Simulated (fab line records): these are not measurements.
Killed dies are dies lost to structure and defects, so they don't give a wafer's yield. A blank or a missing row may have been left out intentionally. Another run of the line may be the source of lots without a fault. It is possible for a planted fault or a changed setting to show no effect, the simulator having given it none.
Comparing a struck lot with a sound one ; flow nandHarc ; 15 out of 1302 route steps
Sound: wafers L675.2, L675.4, L675.5. Struck: wafer L681.4 (L681.1, L681.2, from the same lot, were not struck and are left out); the cause is given at the end.
At each step with rows: each side's tool, then ch and its chambers, then its first start. Under that, the readings that differ: sound wafers ; struck wafers ; difference of the means ; sigmas: that difference in standard deviations of wafers without a fault.
alike: same words and numbers on both sides, and readings whose means sit less than 2 such deviations apart. not compared: any withheld reading, any reading some wafer has no value for, any bound like >300 that may hide the same value, and any number with overlapping values for which the record gives no deviation.
A row with sigmas, a row that says differs or no value, or rows on one side alone: a step with any of these is where the two part. Numbers that have no deviation but don't overlap get no sigmas and don't part them. A reading missing from all wafers of one side parts the sides only when that side holds two or more wafers.

NHARC_A_DECK1_JOINT_ETCHBACK_00: etches the open film in HBr, target depth 30 nm, time 17.4 s.
  sound on rieSi-02 ch 0,1,3, day 14 02:42; struck on rieSi-02 ch 1, day 17 13:46
reading;sound;struck;difference;sigmas
throttleValvePct (%);23.275 23.264 23.269;23.287;+0.018;+2
  alike: biasW, drypumpMotorCurrentA, oesProductAu
  not compared: rfHoursCounterH
then, 8 steps without rows for these wafers: NHARC_A_DECK1_JOINT_PRECLEAN_30 (cleans in SC1); NHARC_A_DECK1_JOINT_SRD_31; NHARC_A_DECK1_JOINT_CVD_34 (deposits SiNx, target thk 20 nm); NHARC_A_DECK1_JOINT_DEP_06 (deposits SiOx, target thk 80 nm); NHARC_A_DECK1_JOINT_CURE_26 (time 32 s); NHARC_A_DECK1_JOINT_ANNEAL_27 (time 3600 s); NHARC_A_DECK1_JOINT_ANNEAL_28 (time 1800 s); NHARC_A_DECK1_JOINT_ANNEAL_29 (time 1800 s).
NHARC_A_DECK1_JOINT_CMP_02: polishes SiOx.
  sound on cmp-01 ch 1,2,3, day 15 07:53; struck on cmp-01 ch 2, day 18 15:08
  alike: motorCurrentA, retainingRingPressureFrac
after that, 1 step had no rows for these wafers: NHARC_A_DECK1_JOINT_SRD_15.
NHARC_A_DECK1_JOINT_DEP_16: deposits SiO2, target thk 45 nm.
  sound on pecvd-04 ch 0,2, day 15 08:16; struck on pecvd-02 ch 0, day 18 15:31
  alike: heaterPowerOuterW, heaterPowerW, throttleValvePct
  not compared: sinceWetCleanH
NHARC_A_DECK1_JOINT_THK_MEAS_17: measures by ellipsometry.
  struck on filmMetro-02, day 18 15:48; sound on filmMetro-01, day 15 08:33
reading;sound;struck;difference;sigmas
thkNm (nm);45.3 45.9 46.0;17.2;-28.5;-26
NHARC_A_DECK1_JOINT_INSPECT_05:
  struck on defectInspect-02, day 18 15:50; sound on defectInspect-01, day 15 08:35
  alike: rawDefectCount
after that, 1 step had no rows for these wafers: NHARC_END_SORT_01.

WHERE THEY PART
First at NHARC_A_DECK1_JOINT_ETCHBACK_00; last, within this record, at NHARC_A_DECK1_JOINT_THK_MEAS_17. Later steps at which nothing parts them and some readings are alike: NHARC_A_DECK1_JOINT_INSPECT_05.

WHY: whatever the simulator had introduced
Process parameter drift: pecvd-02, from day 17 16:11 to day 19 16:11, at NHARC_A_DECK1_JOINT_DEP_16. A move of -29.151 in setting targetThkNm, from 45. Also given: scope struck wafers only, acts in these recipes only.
